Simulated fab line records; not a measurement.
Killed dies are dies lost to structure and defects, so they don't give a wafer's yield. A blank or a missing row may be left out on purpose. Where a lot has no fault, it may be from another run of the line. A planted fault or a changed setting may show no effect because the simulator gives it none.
fab line records	flow nand_harc	part 2 of 2: steps 24 to 38 of 38
record lots=5	wafers=15	last_day=24
route steps=1159 shown A_STAIRCASE@646
lots that met no fault: taken from a fault-free run of the same line
start_h: the number of hours between the record's first day and the start of the first shown wafer of the lot	wait_h: time in hours since the lot's previous step	" identical to the entry in the row above	L1.1+2: a single row standing in for several wafers	- value missing, or start not given	* or withheld: withheld	< > ~ a bound
route shown NAME@n: names a module that has steps shown in the file, with the first one's number in the route	usual: mean and standard deviation over wafers with no fault	same: alike in all rows	chamber/n: place in a boat	sites: each site's reading	_std_site: how widely they spread, as a standard deviation	_edge_site: outer sites' mean less inner sites'	radius_mm: for every site, how far away it sits from the centre of the wafer	mask NAME#n: copy n	behind: the tool/chamber that last shaped the wafer	hold: cause of the lot's hold/its duration in hours/its outcome	device: the n, p or np transistor that did not switch	end of line: tests run on the same wafers once the route is complete	where a step has no rows: the recipe by itself	killed: the dies lost at the first sort to structure and to defects; this is not the yield of the wafer	map: shows each die of a wafer: x if killed, . if not, _ if none is there
set.NAME: the run value of the setting; set.NAME@STEP: its run value at that earlier step	model.NAME: the simulator's own value behind a step, which no gauge read
certain route steps with their lots: each step a table, each wafer a row
services: from which hour (start_h, from the record's first day; less than 0 if before it) a tool's chamber was out of use, for how many hours, and why
## steps
# step NHARC_A_STAIRCASE_STRIP_295
# recipe o2_flow_sccm=500	ar_flow_sccm=0	bias_w=0	chemistry=O2
# usual drypump_motor_current_A=5.7/0.36	oes_product_au=0.997/0.0076	rf_vpp_V=57.7/0.97	showerhead_plenum_p_Torr=3.50/0.17	throttle_valve_pct=17.036/0.0093
lot.wafer	tool	chamber	start_h	wait_h	drypump_motor_current_A	oes_product_au	rf_hours_counter_h	rf_vpp_V	showerhead_plenum_p_Torr	throttle_valve_pct
L078.1	rie_diel-02	1	-	-	5.4	1.014	47	57.7	3.33	17.030
L078.5	"	2	"	"	5.4	0.998	-	57.8	3.32	17.047
L078.6	"	3	"	"	5.0	0.993	-	57.9	3.38	17.035
L083.4	rie_diel-03	2	-	-	5.7	0.999	32	58.8	3.59	17.035
L083.3	"	3	"	"	6.1	0.996	33	58.0	3.62	17.039
L083.6	"	0	"	"	5.5	0.997	-	57.5	3.59	17.033
L084.4	rie_diel-02	2	-	-	5.4	1.003	56	56.9	3.32	17.046
L084.2	"	0	"	"	5.9	1.013	60	58.1	3.44	17.042
L084.1	"	1	"	"	5.4	1.011	62	58.0	3.32	17.057
L094.1	rie_diel-02	2	-	-	5.4	0.993	14	57.4	3.31	17.040
L094.5	"	3	"	"	5.0	0.996	-	56.4	3.36	17.041
L094.6	"	0	"	"	5.9	0.994	-	56.6	3.43	17.035
L093.2	rie_diel-07	2	-	-	6.1	1.011	50	57.7	3.34	17.034
L093.5	"	3	"	"	5.7	0.999	-	58.2	3.59	17.039
L093.6	"	0	"	"	6.3	0.997	-	58.5	3.78	17.039
# step NHARC_A_STAIRCASE_STRIP_296
# recipe time_s=900	temp_c=130	chemistry=SPM
# usual bath_heat_duty_pct=15.2/1.4	temp_c=130.03/0.14
lot.wafer	tool	chamber	start_h	wait_h	bath_heat_duty_pct	temp_c
L078.6	wet_bench-05	5	277.10	-	17.1	129.83
L078.1	"	6	"	"	14.0	130.11
L078.5	"	1	"	"	13.0	129.96
L083.6	wet_bench-01	3	307.86	-	14.4	130.07
L083.4	"	4	"	"	16.0	129.81
L083.3	"	6	"	"	15.6	130.15
L084.4	wet_bench-05	5	315.47	-	17.0	129.76
L084.2	"	6	"	"	13.5	130.13
L084.1	"	1	"	"	13.7	129.85
L094.6	wet_bench-06	5	377.54	-	14.8	130.16
L094.5	"	0	"	"	14.3	130.13
L094.1	"	1	"	"	14.1	130.06
L093.5	wet_bench-05	5	389.37	-	19.2	130.38
L093.2	"	7	"	"	15.2	129.81
L093.6	"	0	"	"	14.6	130.16
# step NHARC_A_STAIRCASE_PRECLEAN_297
# recipe time_s=*	temp_c=50	bath_age_min=0	chemistry=SC1
# usual bath_heat_duty_pct=7.3/0.76	temp_c=50.00/0.11
lot.wafer	tool	chamber	start_h	wait_h	bath_heat_duty_pct	temp_c
L078.6	wet_bench-05	5	-	-	8.7	49.94
L078.1	"	6	"	"	7.2	49.88
L078.5	"	1	"	"	7.2	49.87
L083.6	wet_bench-01	3	-	-	7.1	50.16
L083.4	"	4	"	"	7.7	49.82
L083.3	"	6	"	"	6.8	50.21
L084.4	wet_bench-05	5	-	-	8.0	49.93
L084.2	"	6	"	"	5.8	49.92
L084.1	"	1	"	"	6.5	49.90
L094.6	wet_bench-06	5	-	-	7.2	50.13
L094.5	"	0	"	"	7.1	49.90
L094.1	"	1	"	"	7.3	49.89
L093.5	wet_bench-05	5	-	-	9.3	49.95
L093.2	"	7	"	"	7.6	50.11
L093.6	"	0	"	"	7.6	50.01
# step NHARC_A_STAIRCASE_SRD_298
lot.wafer	tool	chamber	start_h	wait_h
L078.6+1+5	wet_bench-05	5,6,1	-	-
L083.6+4+3	wet_bench-01	3,4,6	-	-
L084.4+2+1	wet_bench-05	5,6,1	-	-
L094.6+5+1	wet_bench-06	5,0,1	-	-
L093.5+2+6	wet_bench-05	5,7,0	-	-
# step NHARC_A_STAIRCASE_HM_DEP_462
# recipe target_thk_a=8000	temp_c=400	material=aC
# usual throttle_valve_pct=35.000/0.01
lot.wafer	tool	chamber	start_h	wait_h	throttle_valve_pct
L078.1	acl_dep-03	0	280.72	3.2	35.008
L078.5	"	0	281.95	4.4	34.995
L078.6	"	0	"	"	34.980
L083.3	acl_dep-03	0	309.57	1.3	34.995
L083.4	"	0	"	"	34.986
L083.6	"	0	"	"	34.986
L084.1	acl_dep-03	0	316.08	0.1	34.998
L084.2	"	0	"	"	34.996
L084.4	"	0	"	"	35.007
L094.1	acl_dep-03	0	378.86	0.9	35.008
L094.5	"	0	380.09	2.1	34.983
L094.6	"	0	"	"	35.017
L093.2	acl_dep-01	0	392.35	2.5	34.989
L093.5	"	0	"	"	35.000
L093.6	"	0	"	"	35.000
# step NHARC_A_STAIRCASE_DEP_301
# recipe target_thk_a=300	target_thk_nm=30	temp_c=400	pressure_torr=3.5	flow_sccm=200	rf_w=350	material=SiON
# usual heater_power_w=726/90	rf_fwd_power_W=348.3/1.2
lot.wafer	tool	chamber	start_h	wait_h	heater_power_w	rf_fwd_power_W
L078.1	pecvd-04	1	282.70	1.7	736	348.7
L078.5	"	1	"	"	782	349.1
L078.6	"	0	"	"	862	348.5
L083.3	pecvd-04	2	310.87	1.0	764	349.9
L083.4	"	1	"	"	704	348.8
L083.6	"	2	"	"	737	349.5
L084.2	pecvd-04	2	318.04	1.3	660	346.7
L084.1	"	1	"	"	744	347.1
L084.4	"	1	"	"	728	347.1
L094.1	pecvd-02	0	381.15	2.0	658	348.2
L094.6	"	0	"	"	659	349.4
L094.5	"	1	"	"	633	348.1
L093.2	pecvd-02	1	393.94	1.3	536	348.5
L093.5	"	0	"	"	664	348.5
L093.6	"	1	"	"	521	349.3
# step NHARC_A_STAIRCASE_DEHYDRATE_302
# recipe temp_c=150	time_s=120
lot.wafer	tool	chamber	start_h	wait_h
L078.1+5+6	litho_track-07	0	283.00	0.3
L083.3+4+6	litho_track-07	0	311.08	0.2
L084.1+2+4	litho_track-03	0	318.31	0.2
L094.1+5+6	litho_track-07	0	381.39	0.2
L093.2+5+6	litho_track-07	0	394.18	0.2
# step NHARC_A_STAIRCASE_HMDS_303
# recipe time_s=30
lot.wafer	tool	chamber	start_h	wait_h
L078.1+5+6	litho_track-07	0	-	-
L083.3+4+6	litho_track-07	0	-	-
L084.1+2+4	litho_track-03	0	-	-
L094.1+5+6	litho_track-07	0	-	-
L093.2+5+6	litho_track-07	0	-	-
# step NHARC_A_STAIRCASE_COAT_304
# recipe spin_rpm=1200
lot.wafer	tool	chamber	start_h	wait_h
L078.1+5+6	litho_track-07	0	-	-
L083.3+4+6	litho_track-07	0	-	-
L084.1+2+4	litho_track-03	0	-	-
L094.1+5+6	litho_track-07	0	-	-
L093.2+5+6	litho_track-07	0	-	-
# step NHARC_A_STAIRCASE_SOFTBAKE_305
# recipe temp_c=135	time_s=170
lot.wafer	tool	chamber	start_h	wait_h
L078.1+5+6	litho_track-07	0	-	-
L083.3+4+6	litho_track-07	0	-	-
L084.1+2+4	litho_track-03	0	-	-
L094.1+5+6	litho_track-07	0	-	-
L093.2+5+6	litho_track-07	0	-	-
# step NHARC_A_STAIRCASE_EBR_306
lot.wafer	tool	chamber	start_h	wait_h
L078.1+5+6	litho_track-07	0	-	-
L083.3+4+6	litho_track-07	0	-	-
L084.1+2+4	litho_track-03	0	-	-
L094.1+5+6	litho_track-07	0	-	-
L093.2+5+6	litho_track-07	0	-	-
# step NHARC_A_STAIRCASE_EXPOSE_307
# recipe na=0.5	dose_mj=45.72	mask_id=CHOP_50
lot.wafer	tool	chamber	start_h	wait_h	mask
L078.1+5+6	krf_scanner-04	0	283.34	-	CHOP_50#0
L083.3+4+6	krf_scanner-04	0	311.43	-	CHOP_50#0
L084.1+2+4	krf_scanner-03	0	318.65	-	CHOP_50#0
L094.1+5+6	krf_scanner-04	0	381.73	-	CHOP_50#0
L093.2+5+6	krf_scanner-03	0	394.39	-	CHOP_50#0
# step NHARC_A_STAIRCASE_PEB_308
# recipe peb_temp_c=115	peb_time_s=130
lot.wafer	tool	chamber	start_h	wait_h
L078.1+5+6	litho_track-07	0	283.40	0.1
L083.3+4+6	litho_track-03	0	311.48	0.1
L084.1+2+4	litho_track-07	0	318.72	0.1
L094.1+5+6	litho_track-07	0	381.79	0.1
L093.2+5+6	litho_track-07	0	394.45	0.1
# step NHARC_A_STAIRCASE_DEVELOP_309
# recipe time_s=140
lot.wafer	tool	chamber	start_h	wait_h
L078.1+5+6	litho_track-07	0	-	-
L083.3+4+6	litho_track-03	0	-	-
L084.1+2+4	litho_track-07	0	-	-
L094.1+5+6	litho_track-07	0	-	-
L093.2+5+6	litho_track-07	0	-	-
# step NHARC_A_STAIRCASE_HARDBAKE_311
# recipe temp_c=120	time_s=140
lot.wafer	tool	chamber	start_h	wait_h
L078.1+5+6	litho_track-07	0	283.62	-
L083.3+4+6	litho_track-07	0	311.72	-
L084.1+2+4	litho_track-03	0	318.95	-
L094.1+5+6	litho_track-05	0	382.01	-
L093.2+5+6	litho_track-05	0	394.68	-
## services
tool	chamber	start_h	hours	kind
rie_diel-02	2	254.31	11.7	repair
krf_scanner-01	-	256.00	4.0	pm
krf_scanner-03	-	276.08	1.7	repair
plasma_asher-01	-	276.58	9.0	pm
krf_scanner-04	-	298.00	4.0	pm
wet_bench-06	-	305.63	8.0	pm
krf_scanner-03	-	310.43	1.0	repair
pecvd-02	1	313.40	7.9	repair
rie_diel-07	3	320.10	10.3	repair
rie_diel-02	-	328.11	9.0	pm
pecvd-02	-	334.00	13.0	pm
krf_scanner-03	-	340.00	4.0	pm
rie_diel-07	-	349.49	0.6	repair
pecvd-04	0	354.95	16.5	repair
krf_scanner-03	-	362.27	2.5	repair
litho_track-07	-	364.00	7.0	pm
wet_bench-05	-	372.80	8.0	pm
rie_diel-07	2	373.39	6.5	repair
krf_scanner-04	-	373.53	0.5	repair
pecvd-04	-	376.22	13.0	pm
krf_scanner-03	-	379.63	0.8	repair
litho_track-03	-	388.00	7.0	pm
wet_bench-01	-	389.65	8.0	pm
rie_diel-03	-	392.30	9.0	pm
